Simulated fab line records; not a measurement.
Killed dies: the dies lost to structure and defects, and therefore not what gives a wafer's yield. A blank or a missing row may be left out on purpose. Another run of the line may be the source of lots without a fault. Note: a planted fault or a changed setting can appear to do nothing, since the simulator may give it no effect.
What tool caused it?	flow nand_harc	60 wafers from 20 lots sampled at 6 of the route's 1302 steps

WHAT THE GAUGES READ, wafer by wafer
No reading from a measuring or inspecting step in the record can be judged against a usual standard deviation.

EACH LOT AND THE TOOL THAT RAN IT (in order: tool; ch and the chambers of the sampled wafers; start)
lot	NHARC_A_CHANNEL_HOLE_D2_ETCH_34	NHARC_A_CHANNEL_HOLE_D2_ETCH_21	NHARC_A_STAIRCASE_DESCUM_186	NHARC_A_STAIRCASE_ETCH_201	NHARC_A_STAIRCASE_TRIM_202	NHARC_A_STAIRCASE_ETCH_223
L075	rie_diel-02 ch 0,3, day 14 08:33 or earlier	har_etch-02 ch 1, day 14 08:33	rie_diel-07 ch 1,2,3, day 17 00:46	rie_diel-04 ch 2,3, no start	rie_diel-04 ch 2,3, no start	rie_diel-07 ch 1,2, no start
L076	rie_diel-06 ch 1,2,3, day 14 07:53 or earlier	har_etch-01 ch 0,1, day 14 07:53	rie_diel-04 ch 0,1,3, day 16 21:08	rie_diel-04 ch 0,2,3, no start	rie_diel-04 ch 0,1,2, no start	rie_diel-07 ch 0,1,3, no start
L077	rie_diel-06 ch 1,2, day 14 20:09 or earlier	har_etch-02 ch 0,1, day 14 20:09	rie_diel-04 ch 0,1,3, day 17 11:07	rie_diel-04 ch 0,2, no start	rie_diel-04 ch 0,1,2, no start	rie_diel-04 ch 0,1,3, no start
L078	rie_diel-06 ch 1,2, day 15 03:58 or earlier	har_etch-01 ch 0,1, day 15 03:58	rie_diel-12 ch 1,3, day 17 17:11	rie_diel-12 ch 1,2,3, no start	rie_diel-12 ch 1,2,3, no start	rie_diel-12 ch 2,3, no start
L079	rie_diel-02 ch 2,3, day 15 15:10 or earlier	har_etch-02 ch 0,1, day 15 15:10	rie_diel-07 ch 1,3, day 18 08:23	rie_diel-12 ch 2,3, no start	rie_diel-12 ch 0,1,2, no start	rie_diel-07 ch 1,2,3, no start
L080	rie_diel-06 ch 0,1,3, day 15 22:07 or earlier	har_etch-02 ch 1, day 15 22:07	rie_diel-04 ch 0,2, day 18 15:22	rie_diel-04 ch 0,2,3, no start	rie_diel-04 ch 0,2,3, no start	rie_diel-12 ch 0,1,3, no start
L082	rie_diel-02 ch 0,1,2, day 16 11:31 or earlier	har_etch-01 ch 0,1, day 16 11:31	rie_diel-04 ch 0,1,2, day 19 05:02	rie_diel-12 ch 0,1, no start	rie_diel-12 ch 0,1,3, no start	rie_diel-07 ch 2,3, no start
L083	rie_diel-06 ch 0,1,2, day 17 12:46 or earlier	har_etch-01 ch 0,1, day 17 12:46	rie_diel-07 ch 0,3, day 20 02:49	rie_diel-07 ch 1,2,3, no start	rie_diel-07 ch 1,2, no start	rie_diel-12 ch 1,3, no start
L084	rie_diel-03 ch 0,1,3, day 17 16:59 or earlier	har_etch-01 ch 0,1, day 17 16:59	rie_diel-07 ch 0,1,3, day 20 05:50	rie_diel-07 ch 0,2,3, no start	rie_diel-07 ch 1,2, no start	rie_diel-04 ch 1,3, no start
L086	rie_diel-02 ch 0,2,3, day 18 06:26 or earlier	har_etch-02 ch 0,1, day 18 06:26	rie_diel-04 ch 0,1,3, day 20 23:01	rie_diel-07 ch 0,1,2, no start	rie_diel-07 ch 1,2,3, no start	rie_diel-07 ch 1,2,3, no start
L087	rie_diel-02 ch 0,1,3, day 18 19:46 or earlier	har_etch-02 ch 0,1, day 18 19:46	rie_diel-07 ch 0,1,2, day 21 11:10	rie_diel-04 ch 0,3, no start	rie_diel-04 ch 0,1,3, no start	rie_diel-12 ch 1,2,3, no start
L089	rie_diel-03 ch 0,1, day 19 15:53 or earlier	har_etch-01 ch 0,1, day 19 15:53	rie_diel-12 ch 0,1,2, day 22 06:11	rie_diel-12 ch 0,1, no start	rie_diel-12 ch 0,2,3, no start	rie_diel-04 ch 0,2,3, no start
L088	rie_diel-02 ch 0,2,3, day 19 17:48 or earlier	har_etch-02 ch 0,1, day 19 17:48	rie_diel-07 ch 1,2,3, day 22 05:13	rie_diel-07 ch 0,2,3, no start	rie_diel-07 ch 1,2,3, no start	rie_diel-12 ch 0,2,3, no start
L090	rie_diel-02 ch 0,1,2, day 20 03:49 or earlier	har_etch-01 ch 1, day 20 03:49	rie_diel-12 ch 1,2,3, day 22 19:52	rie_diel-12 ch 0,2,3, no start	rie_diel-12 ch 0,3, no start	rie_diel-12 ch 0,1, no start
L092	rie_diel-02 ch 0,2,3, day 20 20:43 or earlier	har_etch-01 ch 0,1, day 20 20:43	rie_diel-12 ch 0,2,3, day 23 12:15	rie_diel-12 ch 0,1, no start	rie_diel-12 ch 1,2, no start	rie_diel-12 ch 1,2,3, no start
L093	rie_diel-06 ch 0,1,2, day 20 23:49 or earlier	har_etch-02 ch 0,1, day 20 23:49	rie_diel-12 ch 0,2,3, day 23 16:53	rie_diel-04 ch 1,2,3, no start	rie_diel-04 ch 0,2,3, no start	rie_diel-12 ch 1,2,3, no start
L094	rie_diel-02 ch 0,2,3, day 22 04:58 or earlier	har_etch-02 ch 0, day 22 04:58	rie_diel-04 ch 0,1,2, day 24 20:11	rie_diel-04 ch 1,3, no start	rie_diel-04 ch 0,2,3, no start	rie_diel-12 ch 0,2, no start
L095	rie_diel-03 ch 0,1,2, day 22 09:20 or earlier	har_etch-02 ch 0,1, day 22 09:20	rie_diel-12 ch 0,2,3, day 24 20:19	rie_diel-12 ch 0,1, no start	rie_diel-12 ch 0,1,3, no start	rie_diel-04 ch 1,2, no start
L097	rie_diel-02 ch 0,2,3, day 22 23:28 or earlier	har_etch-02 ch 0,1, day 22 23:28	rie_diel-07 ch 1,2,3, day 25 11:02	rie_diel-12 ch 0,1,2, no start	rie_diel-12 ch 1,2, no start	rie_diel-12 ch 2,3, no start
L096	rie_diel-06 ch 0,1, day 22 23:31 or earlier	har_etch-01 ch 0,1, day 22 23:31	rie_diel-07 ch 1,3, day 25 11:19	rie_diel-07 ch 1,2, no start	rie_diel-07 ch 0,1,3, no start	rie_diel-12 ch 0,2,3, no start
- NHARC_A_CHANNEL_HOLE_D2_ETCH_34: etches the open film in CF4/CHF3, target depth 154 nm, time 77 s.
- NHARC_A_CHANNEL_HOLE_D2_ETCH_21: etches the open film in C4F8/O2/Ar, time 514.3 s, target depth 1600 nm.
- NHARC_A_STAIRCASE_DESCUM_186: chemistry O2, time 3 s.
- NHARC_A_STAIRCASE_ETCH_201: etches the open film in C4F8/O2, target depth 100 nm, time 40.5 s.
- NHARC_A_STAIRCASE_TRIM_202: chemistry O2, time 211.2 s.
- NHARC_A_STAIRCASE_ETCH_223: etches the open film in C4F8/O2, target depth 100 nm, time 40.5 s.

AS READ BY THE TOOLS THEMSELVES (means over the sampled wafers that have a number; for cases with no such wafer, the mark the record gives instead)
NHARC_A_CHANNEL_HOLE_D2_ETCH_34. Usual: value, then standard deviation, for each; chf3_flow_sccm 30.01 sccm / 0.093; drypump_motor_current_A 5.6 A / 0.42; oes_product_au 0.960 a.u. / 0.017; rf_fwd_power_W 495.6 W / 1.8; rf_vpp_V 370.8 V / 2.7; showerhead_plenum_p_Torr 1.58 Torr / 0.081; throttle_valve_pct 16.803 % / 0.0081.
lot	tool	chf3_flow_sccm (sccm)	drypump_motor_current_A (A)	oes_product_au (a.u.)	rf_fwd_power_W (W)	rf_vpp_V (V)	showerhead_plenum_p_Torr (Torr)	throttle_valve_pct (%)	flag
L075	rie_diel-02	30.02	5.5	0.973	497.6	371.1	1.60	16.797	
L076	rie_diel-06	30.06	5.6	0.962	497.0	371.0	1.59	16.805	
L077	rie_diel-06	30.07	5.6	0.980	493.5	371.5	1.61	16.801	
L078	rie_diel-06	29.87	5.6	0.966	495.5	372.8	1.61	16.798	
L079	rie_diel-02	29.91	5.5	0.939	496.6	372.9	1.67	16.797	
L080	rie_diel-06	30.00	5.7	0.966	493.7	371.0	1.59	16.807	
L082	rie_diel-02	30.01	5.7	0.968	497.1	373.3	1.65	16.817	
L083	rie_diel-06	30.06	5.4	0.949	496.1	370.1	1.55	16.801	
L084	rie_diel-03	29.98	6.0	0.942	495.2	368.0	1.51	16.806	
L086	rie_diel-02	30.04	5.5	0.969	495.8	372.6	1.64	16.798	
L087	rie_diel-02	29.92	5.4	0.959	495.6	372.8	1.63	16.799	
L089	rie_diel-03	30.09	6.4	0.974	495.8	369.2	1.51	16.808	
L088	rie_diel-02	30.01	5.5	0.974	496.0	372.9	1.64	16.810	
L090	rie_diel-02	30.00	5.6	0.922	495.2	372.8	1.65	16.805	
L092	rie_diel-02	29.97	5.5	0.965	496.0	372.5	1.64	16.808	
L093	rie_diel-06	30.03	5.5	0.926	494.1	370.4	1.55	16.799	
L094	rie_diel-02	30.06	5.5	0.953	496.1	373.6	1.64	16.806	
L095	rie_diel-03	30.03	6.1	0.957	494.1	367.3	1.50	16.802	
L097	rie_diel-02	30.08	5.5	0.964	496.5	372.5	1.64	16.799	
L096	rie_diel-06	29.98	5.7	0.960	494.2	371.0	1.61	16.798	

NHARC_A_CHANNEL_HOLE_D2_ETCH_21. Usual: drypump_motor_current_A 5.9 A, standard deviation 0.48; o2_flow_sccm 35.70 sccm, standard deviation 0.099; showerhead_plenum_p_Torr 3.74 Torr, standard deviation 0.14; throttle_valve_pct 32.154 %, standard deviation 0.0077.
lot	tool	drypump_motor_current_A (A)	o2_flow_sccm (sccm)	showerhead_plenum_p_Torr (Torr)	throttle_valve_pct (%)	flag
L075	har_etch-02	6.1	35.62	3.58	32.158	
L076	har_etch-01	6.3	35.76	3.70	32.156	
L077	har_etch-02	5.8	35.69	3.57	32.151	
L078	har_etch-01	6.3	35.70	3.69	32.151	
L079	har_etch-02	5.4	35.64	3.57	32.155	
L080	har_etch-02	6.1	35.65	3.56	32.158	
L082	har_etch-01	6.3	35.83	3.67	32.160	
L083	har_etch-01	6.2	35.65	3.67	32.158	
L084	har_etch-01	6.3	35.71	3.66	32.154	
L086	har_etch-02	5.8	35.72	3.92	32.152	
L087	har_etch-02	5.4	35.68	3.92	32.159	
L089	har_etch-01	6.3	35.76	3.65	32.161	
L088	har_etch-02	5.8	35.69	3.91	32.152	
L090	har_etch-01	6.1	35.62	3.65	32.162	
L092	har_etch-01	6.2	35.62	3.64	32.155	
L093	har_etch-02	5.8	35.70	3.90	32.148	
L094	har_etch-02	5.1	35.63	3.90	32.152	
L095	har_etch-02	5.8	35.69	3.89	32.149	
L097	har_etch-02	5.4	35.69	3.89	32.157	
L096	har_etch-01	6.2	35.66	3.63	32.155	

NHARC_A_STAIRCASE_DESCUM_186. Usual: drypump_motor_current_A 5.7 A, standard deviation 0.36; o2_flow_sccm 200.0 sccm, standard deviation 0.64; oes_product_au 0.999 a.u., standard deviation 0.0079; rf_vpp_V 57.7 V, standard deviation 0.84; showerhead_plenum_p_Torr 1.87 Torr, standard deviation 0.089; throttle_valve_pct 11.311 %, standard deviation 0.0085.
lot	tool	drypump_motor_current_A (A)	o2_flow_sccm (sccm)	oes_product_au (a.u.)	rf_vpp_V (V)	showerhead_plenum_p_Torr (Torr)	throttle_valve_pct (%)	flag
L075	rie_diel-07	5.5	200.2	1.009	57.4	1.86	11.312	
L076	rie_diel-04	5.9	200.0	1.003	57.2	1.92	11.312	
L077	rie_diel-04	5.9	199.5	0.999	57.9	1.91	11.315	
L078	rie_diel-12	5.6	200.0	0.985	57.6	1.86	11.315	
L079	rie_diel-07	5.5	200.1	1.005	58.3	1.89	11.314	
L080	rie_diel-04	5.6	200.2	0.996	57.2	1.82	11.314	
L082	rie_diel-04	5.7	199.8	1.003	57.6	1.92	11.312	
L083	rie_diel-07	5.5	199.4	0.988	57.3	1.85	11.310	
L084	rie_diel-07	5.5	199.5	0.999	56.6	1.84	11.313	
L086	rie_diel-04	5.9	200.0	1.000	57.7	1.90	11.314	
L087	rie_diel-07	5.5	199.9	1.000	58.4	1.91	11.310	
L089	rie_diel-12	5.9	200.2	0.999	57.5	1.83	11.312	
L088	rie_diel-07	5.5	199.6	1.005	57.6	1.85	11.307	
L090	rie_diel-12	5.7	200.3	1.008	57.4	1.83	11.301	
L092	rie_diel-12	6.1	199.6	1.004	57.6	1.81	11.309	
L093	rie_diel-12	6.1	200.1	1.007	57.2	1.81	11.318	
L094	rie_diel-04	5.7	199.6	0.996	57.4	2.01	11.308	
L095	rie_diel-12	6.1	200.4	1.001	57.5	1.81	11.310	
L097	rie_diel-07	5.5	199.8	0.993	57.6	1.84	11.306	
L096	rie_diel-07	5.6	199.4	1.000	58.1	1.87	11.308	

NHARC_A_STAIRCASE_ETCH_201. Usual: oes_product_au 0.944 a.u., standard deviation 0.0086; rf_fwd_power_W 592 W, standard deviation 3.1; rf_vpp_V 893 V, standard deviation 5.5.
lot	tool	oes_product_au (a.u.)	rf_fwd_power_W (W)	rf_vpp_V (V)	flag
L075	rie_diel-04	0.945	587	894	
L076	rie_diel-04	0.958	591	894	
L077	rie_diel-04	0.948	591	890	
L078	rie_diel-12	0.942	593	892	
L079	rie_diel-12	0.945	589	891	
L080	rie_diel-04	0.938	592	892	
L082	rie_diel-12	0.939	592	892	
L083	rie_diel-07	0.942	593	893	
L084	rie_diel-07	0.941	591	890	
L086	rie_diel-07	0.950	593	896	
L087	rie_diel-04	0.943	592	891	
L089	rie_diel-12	0.946	595	891	
L088	rie_diel-07	0.943	593	896	
L090	rie_diel-12	0.933	592	889	
L092	rie_diel-12	0.937	592	892	
L093	rie_diel-04	0.950	589	897	
L094	rie_diel-04	0.940	588	901	
L095	rie_diel-12	0.948	595	891	
L097	rie_diel-12	0.957	592	890	
L096	rie_diel-07	0.940	592	889	

NHARC_A_STAIRCASE_TRIM_202. Usual: drypump_motor_current_A 5.7 A, standard deviation 0.39; o2_flow_sccm 500.0 sccm, standard deviation 1.4; oes_product_au 0.999 a.u., standard deviation 0.0074; rf_vpp_V 57.5 V, standard deviation 0.96; showerhead_plenum_p_Torr 3.47 Torr, standard deviation 0.16; throttle_valve_pct 17.038 %, standard deviation 0.0096.
lot	tool	drypump_motor_current_A (A)	o2_flow_sccm (sccm)	oes_product_au (a.u.)	rf_vpp_V (V)	showerhead_plenum_p_Torr (Torr)	throttle_valve_pct (%)	flag
L075	rie_diel-04	6.1	502.8	1.002	57.5	3.51	17.049	
L076	rie_diel-04	5.7	499.1	0.996	57.7	3.54	17.043	
L077	rie_diel-04	5.7	500.2	1.013	57.8	3.54	17.040	
L078	rie_diel-12	5.6	499.8	0.999	57.1	3.41	17.044	
L079	rie_diel-12	6.0	499.2	0.999	57.2	3.39	17.043	
L080	rie_diel-04	5.9	500.0	1.003	57.2	3.43	17.043	
L082	rie_diel-12	5.9	500.4	0.992	58.4	3.40	17.039	
L083	rie_diel-07	5.6	500.7	0.997	56.4	3.40	17.041	
L084	rie_diel-07	5.5	499.0	0.993	56.7	3.37	17.033	
L086	rie_diel-07	5.5	498.9	1.001	57.2	3.43	17.040	
L087	rie_diel-04	5.9	501.3	1.008	57.6	3.51	17.029	
L089	rie_diel-12	6.2	498.7	1.002	55.9	3.36	17.036	
L088	rie_diel-07	5.5	500.1	1.001	57.5	3.42	17.031	
L090	rie_diel-12	6.0	500.3	1.005	56.8	3.37	17.043	
L092	rie_diel-12	5.5	500.2	0.996	56.8	3.40	17.035	
L093	rie_diel-04	5.9	498.8	1.004	57.6	3.60	17.038	
L094	rie_diel-04	5.9	499.5	0.993	58.3	3.59	17.037	
L095	rie_diel-12	5.8	499.9	1.000	57.1	3.38	17.040	
L097	rie_diel-12	5.5	500.0	1.003	58.0	3.39	17.037	
L096	rie_diel-07	5.5	499.1	1.002	57.1	3.56	17.030	

NHARC_A_STAIRCASE_ETCH_223. Usual: oes_product_au 0.943 a.u., standard deviation 0.009; rf_fwd_power_W 591.9 W, standard deviation 2.9; rf_vpp_V 893 V, standard deviation 5.1.
lot	tool	oes_product_au (a.u.)	rf_fwd_power_W (W)	rf_vpp_V (V)	flag
L075	rie_diel-07	0.936	592.3	891	
L076	rie_diel-07	0.937	590.6	892	
L077	rie_diel-04	0.948	590.2	896	
L078	rie_diel-12	0.936	590.2	891	
L079	rie_diel-07	0.938	593.3	892	
L080	rie_diel-12	0.932	593.6	891	
L082	rie_diel-07	0.953	593.1	892	
L083	rie_diel-12	0.939	591.0	892	
L084	rie_diel-04	0.940	592.1	902	
L086	rie_diel-07	0.948	591.7	892	
L087	rie_diel-12	0.954	591.1	891	
L089	rie_diel-04	0.930	590.3	892	
L088	rie_diel-12	0.946	593.7	890	
L090	rie_diel-12	0.941	593.2	892	
L092	rie_diel-12	0.943	590.5	891	
L093	rie_diel-12	0.945	591.9	891	
L094	rie_diel-12	0.963	593.3	889	
L095	rie_diel-04	0.946	593.5	899	
L097	rie_diel-12	0.941	591.8	889	
L096	rie_diel-12	0.945	592.8	890	

THE ANSWER, worked out from the rows above alone
Rule: lot off if the mean of its wafers having a number is beyond 3 standard deviations from the usual mean. A lot without any number at a reading at which 4 lots or more have one is off too. Where the step has rows for the other lots, those lots are counted as sound. After the gauges, taken in route order, come the tools' own readings; for these a lot's mean is taken, as printed above. The first step at which some lot is off is used, and at that step the reading that is off furthest; a lot without a number counts as furthest.
Across all readings shown, no lot is off: no conclusion can be drawn from this.

WHAT WAS PUT IN BY THE SIMULATOR
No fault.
